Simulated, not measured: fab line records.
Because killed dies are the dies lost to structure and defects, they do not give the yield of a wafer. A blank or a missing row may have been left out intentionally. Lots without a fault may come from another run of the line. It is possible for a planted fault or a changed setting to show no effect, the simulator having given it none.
Matching of chambers || flow nand_harc || NHARC_A_STAIRCASE_TRIM_187 on rie_diel-01: 4 sister chambers
The step chemistry O2, time 211.2 s. 4 wafers are shown with their chamber, then 8 later ones without.

== EACH WAFER AND ITS CHAMBER ==
{"wafer": "L083.1", "chamber": 1, "showerhead_plenum_p_Torr (Torr)": 3.66}
{"wafer": "L083.4", "chamber": 3, "showerhead_plenum_p_Torr (Torr)": 3.35}
{"wafer": "L086.6", "chamber": 0, "showerhead_plenum_p_Torr (Torr)": 3.56}
{"wafer": "L091.4", "chamber": 2, "showerhead_plenum_p_Torr (Torr)": 3.48}

== WAFERS WHOSE CHAMBER IS MISSING ==
{"wafer": "L091.5", "showerhead_plenum_p_Torr (Torr)": 3.55}
{"wafer": "L091.6", "showerhead_plenum_p_Torr (Torr)": 3.64}
{"wafer": "L093.1", "showerhead_plenum_p_Torr (Torr)": 3.55}
{"wafer": "L093.4", "showerhead_plenum_p_Torr (Torr)": 3.33}
{"wafer": "L093.6", "showerhead_plenum_p_Torr (Torr)": 3.33}
{"wafer": "L095.1", "showerhead_plenum_p_Torr (Torr)": 3.64}
{"wafer": "L095.3", "showerhead_plenum_p_Torr (Torr)": 3.32}
{"wafer": "L095.6", "showerhead_plenum_p_Torr (Torr)": 3.64}

== THE CHAMBER EACH PASSED THROUGH ==
{"wafer": "L091.5", "from the rows above": 0, "in truth": 0}
{"wafer": "L091.6", "from the rows above": 1, "in truth": 1}
{"wafer": "L093.1", "from the rows above": 0, "in truth": 0}
{"wafer": "L093.4", "from the rows above": 3, "in truth": 3}
{"wafer": "L093.6", "from the rows above": 3, "in truth": 3}
{"wafer": "L095.1", "from the rows above": 1, "in truth": 1}
{"wafer": "L095.3", "from the rows above": 3, "in truth": 3}
{"wafer": "L095.6", "from the rows above": 1, "in truth": 1}
8 of 8 placed correctly. From these rows, 0 cannot be placed. Placed wrongly: 0.
How it was worked out, from the rows above alone: a wafer's distance from a chamber is the root of the sum, over the readings, of the square of ((its reading less the chamber's mean) divided by the reading's scatter). If the next closest chamber is less than 2 further off than the closest, the wafer can't be placed; otherwise it belongs to the closest. Each chamber's mean is taken over the wafers shown for it. The scatter: root of mean squared gap, hidden wafer to nearest shown wafer, with one shown wafer a chamber.
